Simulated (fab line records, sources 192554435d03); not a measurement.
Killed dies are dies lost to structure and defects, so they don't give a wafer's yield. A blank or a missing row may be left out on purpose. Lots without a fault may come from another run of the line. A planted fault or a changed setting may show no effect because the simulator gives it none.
fab line records | flow n5_finfet
record lots=9 wafers=26 last_day=18
route steps=1938 shown HKMG_FIN@434 BEOL_M4@1111 PASSIVATION@1936
lots that met no fault: from a run of the same line without faults
start_h: hours from the record's first day to the start of the lot's first wafer shown | wait_h: hours since the lot's step before | " the same as in the row above | L1.1+2: a row that stands for several wafers | - no value, or no start given | * or withheld: withheld | < > ~ a bound
route shown NAME@n: a module of which the file shows steps, and the number in the route of the first | usual: mean/standard deviation of fault-free wafers | same: alike in all rows | chamber/n: place in a boat | sites: the reading at each site | _std_site: their standard deviation | _edge_site: outer sites' mean less inner sites' | radius_mm: how far each site lies from the wafer's centre | mask NAME#n: copy n | behind: the tool/chamber that last shaped the wafer | hold: why the lot was held/for how many hours/how that ended | device: the transistor (n, p or np) that didn't switch | end of line: the same wafers' tests at the end of the route | a step without rows: its recipe alone | killed: dies lost to structure and defects at the first sort, not the wafer's yield | map: a wafer's dies, x killed, . not, _ none there
set.NAME: the setting as run; set.NAME@STEP: as run at that earlier step | model.NAME: the simulator's own value behind a step, which no gauge read
steps of the route over a sample of lots; a table a step, a row a wafer
services: from which hour (start_h, from the record's first day; less than 0 if before it) a tool's chamber was out of use, for how many hours, and why
## steps
# step N5_HKMG_FIN_ETCH_31
# recipe chemistry=CF4 target=SiARC target_depth_a=455 mask_material=CAR-ArF time_s=75.8 ion_energy_ev=80 pressure_mtorr=40 source_w=545 bias_w=36 Ar_flow_sccm=100 cf4_flow_sccm=100 ends=cleared
# usual drypump_motor_current_A=5.8/0.52 etch_rf_on_time_s=75.3/1.8 oes_product_au=0.66/0.075 rf_vpp_V=184.5/1.2 showerhead_plenum_p_Torr=2.18/0.077 throttle_valve_pct=15.58/0.16
# columns lot.wafer tool chamber start_h wait_h drypump_motor_current_A etch_rf_on_time_s oes_product_au rf_hours_counter_h rf_vpp_V showerhead_plenum_p_Torr throttle_valve_pct
L431.1 rie_diel-01 2 95.46 0.0 5.2 71.9 0.79 24 186.8 2.28 15.32
L431.3 " 1 " " 5.8 75.6 0.58 221 184.1 2.05 15.60
L431.6 " 1 " " 5.8 75.4 0.59 - 183.8 2.05 15.58
L433.2 rie_diel-03 0 101.09 0.0 5.2 76.9 0.81 7 186.4 2.18 15.22
L433.4 " 3 " " 5.9 74.1 0.72 77 182.3 2.08 15.55
L433.5 " 2 " " 5.0 74.0 0.73 - 185.8 2.19 15.76
L435.2 rie_diel-06 2 112.92 0.0 6.3 75.5 0.61 219 184.2 2.11 15.68
L435.4 " 3 " " 5.4 78.2 0.59 244 181.8 2.02 15.84
L435.5 " 0 " " 5.7 75.4 0.61 - 183.9 2.22 15.64
L441.1 rie_diel-06 0 154.01 0.0 5.7 76.8 0.59 209 183.9 2.22 15.66
L441.3 " 1 " " 6.6 75.9 0.61 195 184.1 2.20 15.60
L441.4 " 0 " " 5.8 76.6 0.59 - 185.0 2.22 15.67
L443.1 rie_diel-01 1 161.14 0.0 5.8 75.3 0.57 245 182.5 2.04 15.65
L443.4 " 0 " " 6.4 78.0 0.66 106 183.7 2.23 15.43
L443.5 " 0 " " 6.3 77.9 0.66 - 184.7 2.23 15.43
L445.1 rie_diel-06 0 178.55 0.0 5.7 75.5 0.59 219 185.0 2.21 15.70
L445.3 " 3 " " 5.4 77.7 0.82 2 186.1 2.27 15.38
L445.5 " 0 " " 5.7 75.9 0.60 - 184.8 2.21 15.71
L448.3 rie_diel-01 0 198.02 0.0 6.3 75.5 0.65 120 185.1 2.23 15.46
L448.4 " 2 " " 5.2 71.9 0.73 - 185.7 2.26 15.43
L448.6 " 1 " " 5.7 74.4 0.57 - 182.4 2.04 15.67
L451.5 rie_diel-03 2 214.20 0.0 5.0 73.7 0.70 - 183.8 2.17 15.82
L451.6 " 1 " " 5.4 73.3 0.62 - 184.3 2.21 15.71
L452.1 rie_diel-06 1 218.92 0.0 6.6 75.9 0.61 221 186.3 2.19 15.68
L452.2 " 3 " " 5.4 76.9 0.78 18 183.1 2.27 15.41
L452.3 " 2 " " 6.3 72.9 0.88 0 183.9 2.10 15.22
# step N5_HKMG_FIN_STRIP_92
# recipe chemistry=N2/H2 material=SOC time_s=20 power_w=500 temp_c=40 pressure_mtorr=50 rf_frequency_hz=6e+07 bias_power_w=8 h2_frac=0.5 n2_flow_sccm=300 h2_flow_sccm=300
# usual drypump_motor_current_A=5.8/0.52 oes_product_au=0.77/0.089 rf_vpp_V=54.2/0.88 showerhead_plenum_p_Torr=3.41/0.13 throttle_valve_pct=18.9/0.39
# columns lot.wafer tool chamber start_h wait_h drypump_motor_current_A oes_product_au rf_hours_counter_h rf_vpp_V showerhead_plenum_p_Torr throttle_valve_pct
L431.1 rie_diel-01 2 95.88 0.1 5.2 0.92 24 54.5 3.59 18.9
L431.3 " 1 " " 5.8 0.69 221 53.1 3.16 18.4
L431.6 " 1 " " 5.8 0.69 - 52.8 3.16 18.4
L433.2 rie_diel-03 0 101.50 0.1 5.2 0.95 7 53.6 3.43 18.5
L433.4 " 3 " " 6.0 0.85 77 54.4 3.24 18.5
L433.5 " 2 " " 5.0 0.86 - 55.1 3.43 19.8
L435.2 rie_diel-06 2 113.34 0.1 6.3 0.71 219 55.6 3.34 19.5
L435.4 " 3 " " 5.4 0.69 244 54.4 3.16 19.1
L435.5 " 0 " " 5.8 0.71 - 54.3 3.47 19.1
L441.1 rie_diel-06 0 154.43 0.1 5.7 0.70 209 54.3 3.46 19.1
L441.3 " 1 " " 6.6 0.73 195 54.4 3.46 18.7
L441.4 " 0 " " 5.8 0.70 - 53.3 3.46 19.1
L443.1 rie_diel-01 1 161.55 0.1 5.7 0.67 245 52.2 3.15 18.4
L443.4 " 0 " " 6.3 0.78 107 56.3 3.51 18.6
L443.5 " 0 " " 6.4 0.76 - 54.8 3.51 18.6
L445.1 rie_diel-06 0 178.96 0.1 5.8 0.69 219 54.4 3.46 19.1
L445.3 " 3 " " 5.4 0.97 3 53.0 3.56 18.7
L445.5 " 0 " " 5.7 0.70 - 54.8 3.46 19.1
L448.3 rie_diel-01 0 198.43 0.1 6.3 0.77 120 54.8 3.50 18.6
L448.4 " 2 " " 5.3 0.86 - 54.5 3.57 19.0
L448.6 " 1 " " 5.8 0.66 - 53.0 3.15 18.4
L451.5 rie_diel-03 2 214.61 0.0 5.0 0.83 - 53.3 3.41 19.9
L451.6 " 1 " " 5.5 0.73 - 55.9 3.46 19.2
L452.1 rie_diel-06 1 219.33 0.1 6.6 0.71 221 55.0 3.45 18.7
L452.2 " 3 " " 5.4 0.90 18 54.0 3.55 18.7
L452.3 " 2 " " 6.3 1.04 0 55.1 3.32 19.1
# step N5_HKMG_FIN_WET_ETCH_18
# recipe chemistry=SC1 target=TiN mix=1:1:5 temp_c=* time_s=55 target_depth_nm=5.2 dry=ipa_marangoni rinse_time_s=30 rinse_temp_c=23
# usual bath_guard_temp_C=* temp_c=*
# same rinse_time_s=30
# columns lot.wafer tool chamber start_h wait_h bath_guard_temp_C temp_c
L431.1 wet_bench-02 6 95.96 0.1 * *
L431.3 " 2 " " * *
L431.6 " 7 " " * *
L433.2 wet_bench-02 5 101.59 0.1 * *
L433.4 " 3 " " * *
L433.5 " 6 " " * *
L435.2 wet_bench-02 2 113.42 0.1 * *
L435.4 " 3 " " * *
L435.5 " 5 " " * *
L441.1 wet_bench-02 5 154.51 0.1 * *
L441.3 " 7 " " * *
L441.4 " 4 " " * *
L443.1 wet_bench-01 5 161.64 0.1 * *
L443.4 " 7 " " * *
L443.5 " 6 " " * *
L445.1 wet_bench-05 7 179.05 0.1 * *
L445.3 " 0 " " * *
L445.5 " 1 " " * *
L448.3 wet_bench-01 2 198.51 0.1 * *
L448.4 " 5 " " * *
L448.6 " 4 " " * *
L451.5 wet_bench-02 5 214.67 0.0 * *
L451.6 " 3 " " * *
L452.1 wet_bench-02 3 219.42 0.1 * *
L452.2 " 2 " " * *
L452.3 " 6 " " * *
# step N5_HKMG_FIN_ETCH_86
# recipe chemistry=N2/H2 target=SOC target_depth_a=3932 stop_on=TiN ion_energy_ev=100 bias_w=61 pressure_mtorr=30 source_w=850 n2_flow_sccm=200 h2_flow_sccm=200
# usual drypump_motor_current_A=5.7/0.54 oes_product_au=0.77/0.081 rf_vpp_V=241.3/1.3 showerhead_plenum_p_Torr=2.58/0.096 throttle_valve_pct=17.78/0.22
# columns lot.wafer tool chamber start_h wait_h drypump_motor_current_A oes_product_au rf_hours_counter_h rf_vpp_V showerhead_plenum_p_Torr throttle_valve_pct
L431.1 rie_diel-03 0 96.75 - 5.2 0.95 5 241.1 2.60 17.49
L431.3 " 3 " " 5.9 0.83 75 241.3 2.45 17.59
L431.6 " 1 " " 5.4 0.73 - 242.3 2.64 17.82
L433.2 rie_diel-03 3 102.37 - 6.0 0.82 77 239.3 2.45 17.56
L433.4 " 0 " " 5.2 0.95 7 243.4 2.60 17.49
L433.5 " 3 " " 6.0 0.82 - 240.5 2.45 17.58
L435.2 rie_diel-01 3 114.20 - 6.5 0.70 233 242.7 2.62 17.96
L435.4 " 1 " " 5.8 0.67 - 237.6 2.39 17.47
L435.5 " 3 " " 6.6 0.70 - 242.3 2.62 17.94
L441.1 rie_diel-06 2 155.44 - 6.3 0.69 235 240.0 2.52 18.06
L441.3 " 0 " " 5.7 0.70 210 240.7 2.62 17.84
L441.4 " 0 " " 5.8 0.69 - 242.9 2.62 17.85
L443.1 rie_diel-01 2 162.55 - 5.2 0.85 50 242.5 2.72 17.70
L443.4 " 3 " " 6.6 0.69 252 241.3 2.61 17.98
L443.5 " 1 " " 5.8 0.66 - 239.7 2.38 17.51
L445.1 rie_diel-06 3 179.83 - 5.4 0.96 3 240.6 2.70 17.56
L445.3 " 0 " " 5.8 0.69 220 242.5 2.62 17.85
L445.5 " 3 " " 5.4 0.96 - 242.7 2.70 17.57
L448.3 rie_diel-03 1 199.36 - 5.5 0.71 188 242.1 2.63 17.87
L448.4 " 3 " " 5.9 0.79 106 239.9 2.44 17.64
L448.6 " 1 " " 5.5 0.71 - 240.8 2.63 17.88
L451.5 rie_diel-01 0 215.48 - 6.3 0.76 - 241.7 2.65 17.61
L451.6 " 2 " " 5.2 0.82 - 243.8 2.71 17.74
L452.1 rie_diel-03 3 220.20 - 6.0 0.78 114 240.7 2.43 17.65
L452.2 " 2 " " 5.0 0.79 87 241.2 2.58 18.21
L452.3 " 1 " " 5.5 0.70 197 242.3 2.62 17.90
# step N5_BEOL_M4_RC_MEAS_101
# usual DIBL_N=35.7/1.5 DIBL_P=35.7/2 IOFF_N=0.155/0.026 IOFF_N_LONG=5.53e-05/2.5e-06 IOFF_P=0.20/0.031 ION_N=675/11 ION_P=462/7.1 SS_N=71.3/0.57 SS_P=73.1/0.56 VT_N=250/3 VT_N_LONG=275.1/2.2 VT_N_LVT=97/3.3 VT_P=-251/3
# columns lot.wafer tool chamber start_h wait_h DIBL_N[mV/V] DIBL_P[mV/V] IOFF_N[nA/um] IOFF_N_LONG[nA/um] IOFF_P[nA/um] ION_N[uA/um] ION_P[uA/um] SS_N[mV/dec] SS_P[mV/dec] VT_N[mV] VT_N_LONG[mV] VT_N_LVT[mV] VT_P[mV]
L431.1 prober-02 0 194.13 0.0 34.0 33.8 0.141 5.81e-05 0.19 683 462 71.2 72.1 250 271.1 99 -250
L431.3 " 0 " " 36.0 37.2 0.186 5.73e-05 0.26 685 468 71.9 73.3 245 272.1 96 -246
L431.6 " 0 " " 33.7 33.5 0.142 5.87e-05 0.19 678 465 70.4 72.3 249 271.8 99 -250
L433.2 prober-02 0 199.05 0.2 36.1 34.7 0.165 5.59e-05 0.21 674 460 72.0 72.9 248 273.9 94 -251
L433.4 " 0 " " 37.1 34.5 0.181 5.75e-05 0.20 694 468 72.9 73.0 248 272.4 93 -252
L433.5 " 0 " " 35.4 32.9 0.140 5.62e-05 0.18 678 464 71.3 72.6 251 277.5 99 -252
L435.2 prober-01 0 216.71 0.2 36.2 37.5 0.178 5.87e-05 0.24 685 470 71.6 72.9 246 275.2 93 -247
L435.4 " 0 " " 37.4 38.2 0.200 5.88e-05 0.24 684 469 71.5 73.6 245 274.5 93 -246
L435.5 " 0 " " 35.3 36.8 0.169 5.85e-05 0.22 686 475 70.8 72.9 247 277.8 94 -250
L441.1 prober-01 0 252.89 0.0 35.4 35.9 0.176 6.39e-05 0.23 693 478 71.7 73.7 246 272.3 92 -247
L441.3 " 0 " " 34.8 35.0 0.098 4.63e-05 0.21 654 471 70.9 73.1 261 284.7 107 -248
L441.4 " 0 " " 34.9 34.9 0.155 6.21e-05 0.21 678 470 70.7 73.3 248 270.3 94 -250
L443.1 prober-02 0 267.64 0.0 34.9 35.7 0.146 5.69e-05 0.18 680 461 70.7 72.8 249 273.8 96 -250
L443.4 " 0 " " 35.6 35.3 0.153 5.72e-05 0.18 667 459 70.9 73.2 250 272.4 96 -250
L443.5 " 0 " " 35.3 36.2 0.148 5.55e-05 0.20 676 465 70.3 73.6 250 275.3 97 -252
L445.1 prober-01 0 277.73 0.0 36.7 36.3 0.157 5.78e-05 0.21 682 472 72.4 72.9 248 274.9 96 -248
L445.3 " 0 " " 37.4 37.0 0.171 5.75e-05 0.23 683 469 72.5 73.6 248 273.5 96 -247
L445.5 " 0 " " 37.1 36.7 0.169 5.58e-05 0.23 677 467 71.9 73.5 246 270.2 96 -247
L448.3 prober-01 0 286.34 0.3 34.8 33.1 0.112 5.15e-05 0.18 654 458 71.0 72.4 255 275.7 103 -251
L448.4 " 0 " " 36.9 36.3 0.160 5.25e-05 0.23 682 474 71.2 73.0 248 276.6 98 -247
L448.6 " 0 " " 36.3 35.8 0.146 5.08e-05 0.22 679 468 71.5 72.6 250 276.1 99 -249
L451.5 prober-01 0 312.16 0.6 36.4 38.0 0.163 5.56e-05 0.20 666 459 71.1 73.1 246 276.0 94 -252
L451.6 " 0 " " 37.0 39.4 0.172 5.43e-05 0.22 676 464 71.1 73.1 249 276.4 93 -251
L452.1 prober-02 0 320.07 0.0 36.7 38.3 0.173 5.5e-05 0.21 680 466 72.6 73.2 247 275.0 95 -251
L452.2 " 0 " " 37.4 38.4 0.189 5.42e-05 0.22 674 461 71.5 73.3 246 276.7 92 -251
L452.3 " 0 " " 35.5 37.9 0.159 5.4e-05 0.21 683 462 72.3 72.8 249 276.1 94 -250
# step N5_PASSIVATION_PROBE_49
# usual defect_limited_yield=91.4/1.5 killed_at_M0_to_M3=34/10 killed_at_M4_up=15/6 killed_at_contacts=12/6 killed_at_front_end=37/11 killed_at_other=3.3/2.8 killed_dies=101/18 killed_open=66/14 killed_short=33/7.8 sort_bin_5_function=5.0/0.97 sort_bin_6_memory=3.2/0.72 sort_n_pass=1079/18 sort_yield_pct=91.4/1.5
# same gross_dies=1180 killed_at_back_side=0 sort_bin_4_leakage[%]=0 sort_bin_8_speed[%]=0
# columns lot.wafer tool chamber start_h wait_h defect_limited_yield[%] killed_at_M0_to_M3 killed_at_M4_up killed_at_contacts killed_at_front_end killed_at_other killed_dies killed_open killed_short sort_bin_5_function[%] sort_bin_6_memory[%] sort_n_pass sort_yield_pct[%]
L433.2 prober-02 - 306.60 0.1 90.9 50 12 15 26 4 107 71 36 6.0 2.8 1073 90.9
L433.4 prober-02 - 306.70 0.2 90.8 37 9 15 47 0 108 59 44 4.9 3.7 1072 90.8
L433.5 prober-02 - 306.75 0.2 90.1 44 13 5 50 5 117 77 39 5.7 3.8 1063 90.1
# killed by level:class
L433.2 BEOL_M3:geometric_particle:open=10 STI_FIN_REVEAL:geometric_particle:open=9 MOL_CONTACT_COAG:geometric_particle:open=9 BEOL_M2:geometric_particle:open=9 BEOL_M0_SAQP:geometric_particle:open=7 BEOL_M3:geometric_particle:short=7 MOL_CONTACT_COAG:geometric_particle:short=6 BEOL_M0_SAQP:geometric_particle:short=6
L433.4 FIN_SAQP:geometric_particle:short=14 MOL_CONTACT_COAG:geometric_particle:open=13 BEOL_M2:geometric_particle:open=11 BEOL_M0_SAQP:geometric_particle:short=10 STI_FIN_REVEAL:geometric_particle:open=7 FIN_SAQP:geometric_particle:open=6 BEOL_M0_SAQP:geometric_particle:open=6 ILD0:geometric_particle:short=4
L433.5 FIN_SAQP:geometric_particle:open=20 FIN_SAQP:geometric_particle:short=9 BEOL_M1:geometric_particle:open=9 BEOL_M2:geometric_particle:open=8 BEOL_M0_SAQP:geometric_particle:short=6 BEOL_M3:geometric_particle:open=6 DUMMY_GATE:geometric_particle:open=4 GATE_CUT:geometric_particle:open=4
## services
# columns tool chamber start_h hours kind
rie_diel-06 0 95.43 9.2 repair
rie_diel-01 0 107.19 29.5 repair
rie_diel-06 3 136.50 - clean
rie_diel-06 3 136.50 - consumable_replace:focus_ring
rie_diel-06 3 136.50 - consumable_replace:showerhead
rie_diel-06 3 136.50 34.7 scheduled_down
rie_diel-06 3 136.50 34.7 vent_cycle
rie_diel-06 2 169.03 5.1 repair
rie_diel-01 3 172.08 16.0 repair
rie_diel-01 1 175.77 9.0 repair
rie_diel-06 - 183.10 0.2 repair
rie_diel-03 3 184.82 4.3 repair
rie_diel-01 3 188.14 - clean
rie_diel-01 3 188.14 - consumable_replace:focus_ring
rie_diel-01 3 188.14 25.6 scheduled_down
rie_diel-01 3 188.14 25.6 vent_cycle
rie_diel-06 2 200.19 - clean
rie_diel-06 2 200.19 - consumable_replace:focus_ring
rie_diel-06 2 200.19 17.7 scheduled_down
rie_diel-06 2 200.19 17.7 vent_cycle
rie_diel-01 1 213.94 - clean
rie_diel-01 1 213.94 - consumable_replace:focus_ring
rie_diel-01 1 213.94 - consumable_replace:showerhead
rie_diel-01 1 213.94 18.5 scheduled_down
## key
first_sign step=N5_HKMG_FIN_WET_ETCH_18 reading=temp_c direction=down sigmas=54 usual=* struck=*
effect step=N5_HKMG_FIN_WET_ETCH_18 reading=bath_guard_temp_C direction=down sigmas=15 usual=* struck=*
effect step=N5_BEOL_M4_RC_MEAS_101 reading=VT_N_LONG direction=up sigmas=4.4 usual=275.1 struck=284.7
effect step=N5_BEOL_M4_RC_MEAS_101 reading=VT_N direction=up sigmas=3.8 usual=250 struck=261
effect step=N5_BEOL_M4_RC_MEAS_101 reading=IOFF_N_LONG direction=down sigmas=3.6 usual=5.53e-05 struck=4.63e-05
effect step=N5_BEOL_M4_RC_MEAS_101 reading=VT_N_LVT direction=up sigmas=3.2 usual=97 struck=107
met_at N5_HKMG_FIN_WET_ETCH_18
struck_lots L441
struck_wafers L441.3
not_acting_at N5_HKMG_FIN_ETCH_31,N5_HKMG_FIN_STRIP_92,N5_HKMG_FIN_ETCH_86
onset_between 95.96 154.51
fault kind=process_parameter_drift tool=wet_bench-02 chamber=7 onset_h=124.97 steps=N5_HKMG_FIN_WET_ETCH_18 channel=temp_c offset=* shape=step end_h=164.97 acts_in=* stated=*
